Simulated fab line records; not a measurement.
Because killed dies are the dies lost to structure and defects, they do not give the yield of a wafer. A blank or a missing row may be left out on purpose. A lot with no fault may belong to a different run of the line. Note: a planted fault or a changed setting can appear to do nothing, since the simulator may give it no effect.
fab line records    flow nandHarc
[record] lots = 14  wafers = 42  lastDay = 33
route steps=1302 shown P_ZERO_WELL@59 P_STI@78
lots untouched by any fault: they come from a run of this same line in which no faults occurred
startH: hours from the record's first day to the start of the lot's first wafer shown    waitH: hours elapsed since this lot's preceding step    " unchanged from the row above    L1.1+2: several wafers, shown together as one row    - no value, or no start given    * or withheld: withheld    < > ~ a bound
route shown NAME@n: a module of which the file shows steps, and the number in the route of the first    usual: mean/standard deviation of fault-free wafers    same: alike in all rows    chamber/n: place in a boat    sites: the reading at each site    _std_site: their standard deviation    _edge_site: mean of outer sites minus mean of inner sites    radiusMm: for every site, how far away it sits from the centre of the wafer    mask NAME#n: copy n    behind: the most recent tool/chamber to have shaped the wafer    hold: why the lot was held/for how many hours/how that ended    device: transistor that didn't switch, given as n, p or np    end of line: the same wafers' tests at the end of the route    a step with no rows: only its recipe    killed: count of dies lost to structure and defects at first sort (not the wafer's yield)    map: a wafer's dies, marking killed ones x, the rest . and places with no die _
set.NAME: the setting as run; set.NAME@STEP: as run at that earlier step    model.NAME: the simulator's own value behind a step, which no gauge read
steps of the route over a sample of lots; a table a step, a row a wafer
services: when a tool's chamber went out of use (startH, in hours from the record's first day, below 0 if earlier), for how many hours, and the reason
[[steps]]
[step NHARC_P_ZERO_WELL_CD_MEAS_52]
[recipe] targetCdNm = 2000  landingEnergyEv = 500
[usual] cdNm = 2000.1/1.4
lot.wafer  tool      chamber  startH  waitH  cdNm
L944.1     cdSem-02  0        25.60   -      2000.9
L944.2     "         0        "       "      1998.1
L944.6     "         0        "       "      1999.9
L945.1     cdSem-01  0        36.12   -      2001.5
L945.3     "         0        "       "      2002.0
L945.6     "         0        "       "      1999.3
L948.4     cdSem-02  0        65.94   -      1998.2
L948.5     "         0        "       "      1999.6
L948.6     "         0        "       "      1999.6
L949.2     cdSem-02  0        75.93   -      1998.8
L949.5     "         0        "       "      2000.5
L949.6     "         0        "       "      2001.1
L950.1     cdSem-01  0        85.96   -      2001.5
L950.4     "         0        "       "      2002.1
L950.6     "         0        "       "      1999.4
L951.1     cdSem-01  0        95.75   -      1997.7
L951.3     "         0        "       "      1999.7
L951.6     "         0        "       "      2001.4
L953.1     cdSem-03  0        115.92  -      1999.7
L953.5     "         0        "       "      1999.6
L953.6     "         0        "       "      2000.0
L954.2     cdSem-01  0        125.60  -      2000.4
L954.3     "         0        "       "      1999.9
L954.5     "         0        "       "      2001.5
L955.2     cdSem-01  0        135.83  -      2000.6
L955.4     "         0        "       "      1999.2
L955.5     "         0        "       "      1999.3
L962.1     cdSem-01  0        207.67  -      2001.6
L962.2     "         0        "       "      1998.7
L962.4     "         0        "       "      2000.5
L964.1     cdSem-01  0        226.41  -      1997.9
L964.4     "         0        "       "      1998.7
L964.6     "         0        "       "      1998.9
L965.1     cdSem-01  0        235.58  -      1999.7
L965.2     "         0        "       "      2000.1
L965.5     "         0        "       "      1999.5
L966.1     cdSem-02  0        245.95  -      1998.1
L966.3     "         0        "       "      1998.9
L966.6     "         0        "       "      1998.9
L967.1     cdSem-02  0        255.93  -      2001.7
L967.2     "         0        "       "      2001.0
L967.4     "         0        "       "      2000.8
[step NHARC_P_STI_SOFTBAKE_04]
[recipe] tempC = 125  timeS = 70
[usual] heaterPowerTotalW = 200.7/1.3
lot.wafer  tool           chamber  startH  waitH  heaterPowerTotalW
L944.1     lithoTrack-07  0        44      -      199.7
L944.2     "              0        "       "      199.5
L944.6     "              0        "       "      202.4
L945.1     lithoTrack-07  0        55      -      200.8
L945.3     "              0        "       "      201.2
L945.6     "              0        "       "      201.2
L948.4     lithoTrack-02  0        84      -      198.9
L948.5     "              0        "       "      199.4
L948.6     "              0        "       "      202.6
L949.2     lithoTrack-03  0        92      -      199.0
L949.5     "              0        "       "      202.3
L949.6     "              0        "       "      200.7
L950.1     lithoTrack-02  0        105     -      202.6
L950.4     "              0        "       "      201.9
L950.6     "              0        "       "      200.3
L951.1     lithoTrack-03  0        113     -      200.6
L951.3     "              0        "       "      199.4
L951.6     "              0        "       "      201.3
L953.1     lithoTrack-02  0        133     -      202.1
L953.5     "              0        "       "      248.2
L953.6     "              0        "       "      199.8
L954.2     lithoTrack-02  0        143     -      199.9
L954.3     "              0        "       "      252.4
L954.5     "              0        "       "      252.5
L955.2     lithoTrack-07  0        154     -      202.6
L955.4     "              0        "       "      202.0
L955.5     "              0        "       "      200.7
L962.1     lithoTrack-07  0        227     -      198.8
L962.2     "              0        "       "      199.4
L962.4     "              0        "       "      202.0
L964.1     lithoTrack-02  0        246     -      201.3
L964.4     "              0        "       "      201.5
L964.6     "              0        "       "      199.8
L965.1     lithoTrack-03  0        253     -      202.5
L965.2     "              0        "       "      199.8
L965.5     "              0        "       "      199.4
L966.1     lithoTrack-03  0        262     -      200.5
L966.3     "              0        "       "      198.9
L966.6     "              0        "       "      199.9
L967.1     lithoTrack-02  0        275     -      199.9
L967.2     "              0        "       "      199.5
L967.4     "              0        "       "      201.0
[step NHARC_P_STI_CD_MEAS_09]
[recipe] targetCdNm = 200  landingEnergyEv = 500
[usual] cdNm = 199.4/1.9
lot.wafer  tool      chamber  startH  waitH  cdNm
L944.1     cdSem-01  0        44.98   -      199.2
L944.2     "         0        "       "      198.2
L944.6     "         0        "       "      204.3
L945.1     cdSem-03  0        56.09   -      201.2
L945.3     "         0        "       "      202.7
L945.6     "         0        "       "      200.7
L948.4     cdSem-01  0        84.56   -      199.2
L948.5     "         0        "       "      201.2
L948.6     "         0        "       "      200.5
L949.2     cdSem-01  0        93.33   -      197.4
L949.5     "         0        "       "      196.9
L949.6     "         0        "       "      197.6
L950.1     cdSem-01  0        105.54  -      199.0
L950.4     "         0        "       "      198.0
L950.6     "         0        "       "      201.1
L951.1     cdSem-03  0        113.54  -      199.5
L951.3     "         0        "       "      196.1
L951.6     "         0        "       "      197.0
L953.1     cdSem-03  0        133.97  -      200.9
L953.5     "         0        "       "      198.1
L953.6     "         0        "       "      199.9
L954.2     cdSem-01  0        144.28  -      195.8
L954.3     "         0        "       "      194.1
L954.5     "         0        "       "      194.4
L955.2     cdSem-03  0        154.44  -      200.6
L955.4     "         0        "       "      202.1
L955.5     "         0        "       "      200.7
L962.1     cdSem-01  0        227.52  -      202.3
L962.2     "         0        "       "      200.2
L962.4     "         0        "       "      201.4
L964.1     cdSem-03  0        246.41  -      199.7
L964.4     "         0        "       "      201.9
L964.6     "         0        "       "      198.6
L965.1     cdSem-01  0        253.38  -      200.7
L965.2     "         0        "       "      199.7
L965.5     "         0        "       "      203.4
L966.1     cdSem-03  0        262.98  -      201.9
L966.3     "         0        "       "      200.2
L966.6     "         0        "       "      203.3
L967.1     cdSem-03  0        275.66  -      196.5
L967.2     "         0        "       "      197.4
L967.4     "         0        "       "      197.6
[step NHARC_P_STI_OVL_MEAS_10]
[usual] overlayXNm = -1/8.8  overlayYNm = 2/5.9
lot.wafer  tool        chamber  startH  waitH  overlayXNm  overlayYNm
L944.1     overlay-02  -        45.07   -      -6          3
L944.2     "           -        "       "      -7          2
L944.6     "           -        "       "      -7          3
L945.1     overlay-01  -        56.18   -      15          6
L945.3     "           -        "       "      16          5
L945.6     "           -        "       "      16          5
L948.4     overlay-02  -        84.64   -      2           -6
L948.5     "           -        "       "      2           -7
L948.6     "           -        "       "      2           -7
L949.2     overlay-01  -        93.42   -      10          -1
L949.5     "           -        "       "      10          -1
L949.6     "           -        "       "      10          -1
L950.1     overlay-01  -        105.63  -      17          3
L950.4     "           -        "       "      17          3
L950.6     "           -        "       "      17          3
L951.1     overlay-02  -        113.63  -      -2          -1
L951.3     "           -        "       "      -1          -1
L951.6     "           -        "       "      -2          -1
L953.1     overlay-01  -        134.05  -      5           3
L953.5     "           -        "       "      4           4
L953.6     "           -        "       "      4           3
L954.2     overlay-02  -        144.37  -      -10         6
L954.3     "           -        "       "      -9          6
L954.5     "           -        "       "      -9          6
L955.2     overlay-01  -        154.52  -      -1          5
L955.4     "           -        "       "      -1          5
L955.5     "           -        "       "      -2          6
L962.1     overlay-02  -        227.60  -      -4          7
L962.2     "           -        "       "      -4          7
L962.4     "           -        "       "      -4          7
L964.1     overlay-01  -        246.50  -      5           5
L964.4     "           -        "       "      5           4
L964.6     "           -        "       "      6           5
L965.1     overlay-01  -        253.47  -      -11         5
L965.2     "           -        "       "      -12         5
L965.5     "           -        "       "      -11         6
L966.1     overlay-02  -        263.07  -      -14         4
L966.3     "           -        "       "      -14         4
L966.6     "           -        "       "      -14         4
L967.1     overlay-01  -        275.74  -      13          5
L967.2     "           -        "       "      12          5
L967.4     "           -        "       "      12          5
[[services]]
tool           chamber  startH  hours  kind
lithoTrack-02  -        52.00   7.0    pm
lithoTrack-07  -        76.00   7.0    pm
lithoTrack-03  -        100.00  7.0    pm
lithoTrack-02  -        227.00  7.0    pm
lithoTrack-07  -        251.00  7.0    pm
lithoTrack-03  -        275.01  7.0    pm
[[key]]
[firstSign] step = NHARC_P_STI_SOFTBAKE_04  reading = heaterPowerTotalW  direction = up  sigmas = 39  usual = *  struck = *
[effect] step = NHARC_P_STI_CD_MEAS_09  reading = cdNm  direction = down  sigmas = 2  usual = 199.4  struck = 195.5
metAt NHARC_P_STI_SOFTBAKE_04
struckLots L953,L954
struckWafers L953.5,L954.3,L954.5
testerLeftOut L953,L954
notActingAt NHARC_P_ZERO_WELL_CD_MEAS_52,NHARC_P_STI_CD_MEAS_09,NHARC_P_STI_OVL_MEAS_10
onsetBetween 105 133
[fault] kind = processParameterDrift  tool = lithoTrack-02  chamber = -  onsetH = 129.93  steps = NHARC_P_STI_SOFTBAKE_04  channel = timeS  offset = *  shape = step  endH = 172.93  scope = struckWafersOnly  actsIn = *  stated = *
// testerLeftOut: of these lots the tester's yield and bins aren't shown, on N5 and GAA mostly nor the transistor test; their killed dies are dies lost to structure and defects alone, not to doping, threshold or leakage, so they don't give the yield
